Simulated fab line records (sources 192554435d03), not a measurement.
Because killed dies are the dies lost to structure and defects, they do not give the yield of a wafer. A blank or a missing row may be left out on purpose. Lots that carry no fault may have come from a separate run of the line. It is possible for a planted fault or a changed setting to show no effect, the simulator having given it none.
Chamber matching :: flow n5_finfet :: 3 sister chambers for N5_BEOL_M3_ETCH_74 on rie_diel-01
The step etches underlayer in N2/H2, target depth 6.5 nm, time 5.2 s. 3 wafers are shown with their chamber, then 7 later ones without.

EACH WAFER AND ITS CHAMBER
wafer: L078.2
chamber: 2
drypump_motor_current_A (A): 5.4

wafer: L088.2
chamber: 0
drypump_motor_current_A (A): 5.3

wafer: L088.3
chamber: 3
drypump_motor_current_A (A): 5.7

WAFERS WITH NO CHAMBER GIVEN
wafer: L088.5
drypump_motor_current_A (A): 5.7

wafer: L092.1
drypump_motor_current_A (A): 5.3

wafer: L092.2
drypump_motor_current_A (A): 5.7

wafer: L092.4
drypump_motor_current_A (A): 5.4

wafer: L094.3
drypump_motor_current_A (A): 5.7

wafer: L094.4
drypump_motor_current_A (A): 5.5

wafer: L094.5
drypump_motor_current_A (A): 5.7

WHICH CHAMBER EACH ONE RAN IN
wafer: L088.5
from the rows above: 3
in truth: 3

wafer: L092.1
from the rows above: 0
in truth: 0

wafer: L092.2
from the rows above: 3
in truth: 3

wafer: L092.4
from the rows above: 2
in truth: 2

wafer: L094.3
from the rows above: 3
in truth: 3

wafer: L094.4
from the rows above: 2
in truth: 2

wafer: L094.5
from the rows above: 3
in truth: 3
Correctly placed: 7 of 7. From these rows, 0 cannot be placed. Number placed wrongly: 0.
How it was worked out, from the rows above alone: a wafer's distance from a chamber is the root of the sum, over the readings, of the square of ((its reading less the chamber's mean) divided by the reading's scatter). The wafer belongs to the nearest chamber; if the next one is less than 2 further off, it can't be placed. Each chamber's mean is taken over the wafers shown for it. The scatter: with one shown wafer a chamber, the root of the mean of the squares of how far each hidden wafer lies from its nearest shown one.
